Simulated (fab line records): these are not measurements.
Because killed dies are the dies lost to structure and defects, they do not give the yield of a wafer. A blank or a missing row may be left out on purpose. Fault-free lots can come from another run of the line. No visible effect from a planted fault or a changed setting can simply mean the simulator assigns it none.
The same fault as seen by 3 desks + flow nand-harc + every desk sees just its own numbers, and what lay behind them comes last

== THE DEFECT DESK ==
Lot by lot, what the route's inspections counted, given as the mean of those sampled wafers with a number. Any lot whose mean is over 4 standard deviations away from the usual mean is out of limits and marked OUT; that distance is given in the brackets.
Columns: A = raw-defect-count at NHARC_A_M0_INSPECT_27, usual 546
| lot  | first seen here | A   |
|------|-----------------|-----|
| L894 | day 23 09:23    | 496 |
| L900 | day 25 17:10    | 572 |
| L909 | day 28 08:12    | 496 |
| L913 | day 30 19:16    | 595 |
| L915 | day 31 05:35    | 569 |
Result from this desk: across the 5 lots, nothing is out of limits.

== THE METROLOGY DESK ==
Means of the sampled wafers that have a number, per lot and without regard to the tool the lot ran on: this is what the gauges read. Any lot whose mean is over 4 standard deviations away from the usual mean is out of limits and marked OUT; that distance is given in the brackets.
Columns: A = thk-nm at NHARC_A_M0_THK_MEAS_24, usual 113.7 nm
| lot  | first seen here | A     |
|------|-----------------|-------|
| L894 | day 23 09:14    | 112.8 |
| L900 | day 25 17:01    | 113.8 |
| L909 | day 28 08:02    | 113.1 |
| L913 | day 30 19:07    | 112.4 |
| L915 | day 31 05:26    | 111.6 |
Result from this desk: across the 5 lots, nothing is out of limits.

== DESK OF THE TOOL OWNER: litho-track-01 ==
The tool's own readings at NHARC_A_M1_SOFTBAKE_04 (time 55 s): means of the sampled wafers that have a number, for each lot that ran on this tool. Any lot whose mean is over 4 standard deviations away from the usual mean is out of limits and marked OUT; that distance is given in the brackets.
Columns: A = heater-power-total-W at NHARC_A_M1_SOFTBAKE_04, usual 188.48 W
| lot  | first seen here | A                |
|------|-----------------|------------------|
| L900 | day 25 18:00    | 191.69 (+23) OUT |
| L915 | day 31 06:00    | 188.38           |
This desk's finding: out of limits on L900; first on L900, day 25 18:00 (heater-power-total-W at NHARC_A_M1_SOFTBAKE_04). L915: within limits.

== PUT TOGETHER ==
On L900, at day 25 18:00, an alarm was possible from the tool owner's desk.
The defect desk saw nothing out of limits.
Metrology desk: nothing out of limits seen.
The defect desk has L900 on record, within its limits.
The metrology desk has L900 on record, within its limits.
NHARC_A_M1_SOFTBAKE_04 was run on litho-track-01 by each of the lots named.

== WHAT THE SIMULATOR PUT IN ==
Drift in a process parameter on litho-track-01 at NHARC_A_M1_SOFTBAKE_04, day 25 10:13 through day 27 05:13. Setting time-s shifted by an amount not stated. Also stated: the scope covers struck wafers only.
Shown lots that were struck: L900.
Delay in hours, fault start to first out-of-limits reading, by desk: the tool owner's desk at 8.
